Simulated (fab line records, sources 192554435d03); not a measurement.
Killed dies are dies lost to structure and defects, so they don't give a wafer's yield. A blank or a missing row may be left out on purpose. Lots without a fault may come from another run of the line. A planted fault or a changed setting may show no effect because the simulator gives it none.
Split-lot experiment | flow n5_finfet | 7 lots, 21 wafers read, on a route of 1938 steps

THE SPLIT
At N5_BEOL_M3_COAT_76 (time 60 s, resist thk 5 nm), the setting spin_rpm was moved away from the recipe's 1500 rpm on 5 of the 21 wafers read, by -9.8% to +3.3%. The other wafers ran this setting at the recipe's value.

FROM THE SPLIT TO THE READING: what the file shows between them, 3 steps
- N5_BEOL_M3_COAT_22: resist thk 30 nm
- N5_BEOL_M3_EBR_24
- N5_BEOL_M3_DESCUM_33: chemistry O2, time 7 s

THE READING
etch.depth_nm (the simulator's own value, which no gauge read), in nm, at N5_BEOL_M3_ETCH_77 (etches underlayer in N2/H2, target depth 6.5 nm, time 5.2 s). The file gives no usual value for it. The 16 wafers here that ran the recipe average 5.001 nm, standard deviation 0.0098 nm.

wafer  | tool, chamber at the split | spin_rpm as run, rpm | against the recipe | etch.depth_nm, nm | against lot-mates on the recipe
L074.4 | litho_track-02, 0          | 1500                 | recipe             | 5.012             | -
L074.6 | litho_track-02, 0          | 1500                 | recipe             | 5.012             | -
L074.5 | litho_track-02, 0          | 1500                 | recipe             | 5.009             | -
L077.4 | litho_track-02, 0          | 1500                 | recipe             | 5.008             | -
L077.5 | litho_track-02, 0          | 1500                 | recipe             | 5.012             | -
L077.6 | litho_track-02, 0          | 1500                 | recipe             | 4.993             | -
L083.2 | litho_track-04, 0          | 1500                 | recipe             | 4.991             | -
L083.3 | litho_track-04, 0          | 1500                 | recipe             | 5                 | -
L083.6 | litho_track-04, 0          | 1500                 | recipe             | 5.002             | -
L087.2 | litho_track-01, 0          | 1550                 | +3.3%              | 4.929             | -0.072
L087.3 | litho_track-01, 0          | 1500                 | recipe             | 4.993             | -
L087.4 | litho_track-01, 0          | 1500                 | recipe             | 5.008             | -
L095.1 | litho_track-02, 0          | 1500                 | recipe             | 5.018             | -
L095.3 | litho_track-02, 0          | 1353                 | -9.8%              | 5.279             | +0.261
L095.5 | litho_track-02, 0          | 1353                 | -9.8%              | 5.281             | +0.263
L096.3 | litho_track-02, 0          | 1367                 | -8.9%              | 5.243             | +0.246
L096.4 | litho_track-02, 0          | 1367                 | -8.9%              | 5.24              | +0.243
L096.5 | litho_track-02, 0          | 1500                 | recipe             | 4.997             | -
L097.2 | litho_track-01, 0          | 1500                 | recipe             | 4.987             | -
L097.3 | litho_track-01, 0          | 1500                 | recipe             | 4.986             | -
L097.6 | litho_track-01, 0          | 1500                 | recipe             | 4.993             | -

THE FIT
A straight line over all 21 wafers: etch.depth_nm changes by -0.0275 nm for each +1% of spin_rpm; r = -1.00; the points scatter about the line by 0.01 nm.
The same after taking each lot's own level away (the mean of its wafers on the recipe; 21 wafers): -0.0268 nm for each +1%; r = -1.00; scatter 0.0065 nm.
On that fit, the largest move of spin_rpm shifts the reading by 0.26 nm.
The lots' own levels span 4.9887 to 5.0180 nm, that is 3.0 times the standard deviation above.
So the lot-to-lot level changes the slope little: the two slopes agree.
Check: with one of the wafers moved furthest among these (-9.8%) left out of the fit, the line predicts +0.265 nm for it against its lot-mates. It came out at +0.261 nm against them.

OTHER SPLITS ON THESE WAFERS
These wafers also went through other splits before the reading. Each is held against what the fit with the lots' levels taken away leaves over:
other split on the same wafers     | wafers away from the commonest value | r with etch.depth_nm (lot level and that fit taken away)
N5_BEOL_M1_ILD_DEP_00 time_s       | 6                                    | +0.29
N5_BEOL_M1_COAT_05 spin_rpm        | 6                                    | +0.22
N5_BEOL_M2_TRENCH_ETCH_37 source_w | 9                                    | +0.15
N5_BEOL_M3_COAT_68 spin_rpm        | 4                                    | +0.19

THE FILE'S OWN FIT
etch.depth_nm changes by -0.0268 nm for each +1% of spin_rpm, r = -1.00.
